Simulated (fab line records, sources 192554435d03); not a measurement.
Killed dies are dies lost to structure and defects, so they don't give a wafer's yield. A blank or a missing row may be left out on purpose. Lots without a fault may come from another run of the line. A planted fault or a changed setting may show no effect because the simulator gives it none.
Chamber matching | flow n5_finfet | N5_BEOL_M0_SAQP_HM_DEP_111 on pecvd-01: 3 sister chambers
The step deposits SiO2 from SiH4/N2O, target thk 12 nm, time 7.2 s. 6 wafers are shown with their chamber, then 9 later ones without.

WAFERS WITH THEIR CHAMBER
wafer  | chamber | showerhead_plenum_p_Torr (Torr) | heater_power_w (W)
L082.5 | 2       | 8.17                            | 817
L086.2 | 2       | 8.18                            | 737
L091.4 | 0       | 8.26                            | 681
L094.3 | 1       | 8.13                            | 842
L094.4 | 1       | 8.14                            | 863
L094.5 | 0       | 8.25                            | 664

WAFERS WITHOUT THEIR CHAMBER
wafer  | showerhead_plenum_p_Torr (Torr) | heater_power_w (W)
L092.1 | 8.18                            | 823
L092.2 | 8.13                            | 953
L092.5 | 8.18                            | 832
L096.2 | 8.15                            | 886
L096.4 | 8.13                            | 886
L096.6 | 8.25                            | 730
L097.2 | 8.17                            | 800
L097.3 | 8.27                            | 695
L097.5 | 8.17                            | 810

WHICH CHAMBER EACH WENT THROUGH
wafer  | from the rows above | in truth
L092.1 | 2                   | 2
L092.2 | 1                   | 1
L092.5 | 2                   | 2
L096.2 | 1                   | 1
L096.4 | 1                   | 1
L096.6 | 0                   | 0
L097.2 | 2                   | 2
L097.3 | 0                   | 0
L097.5 | 2                   | 2
Placed correctly: 9 of 9. Can't be placed from these rows: 0. Placed wrongly: 0.
How it was worked out, from the rows above alone: a wafer's distance from a chamber is the root of the sum, over the readings, of the square of ((its reading less the chamber's mean) divided by the reading's scatter). The wafer belongs to the nearest chamber; if the next one is less than 2 further off, it can't be placed. A chamber's mean is the mean of its shown wafers. The scatter: the root of (the sum of the squares of (reading less its chamber's mean) over the shown wafers, divided by (wafers less chambers)).
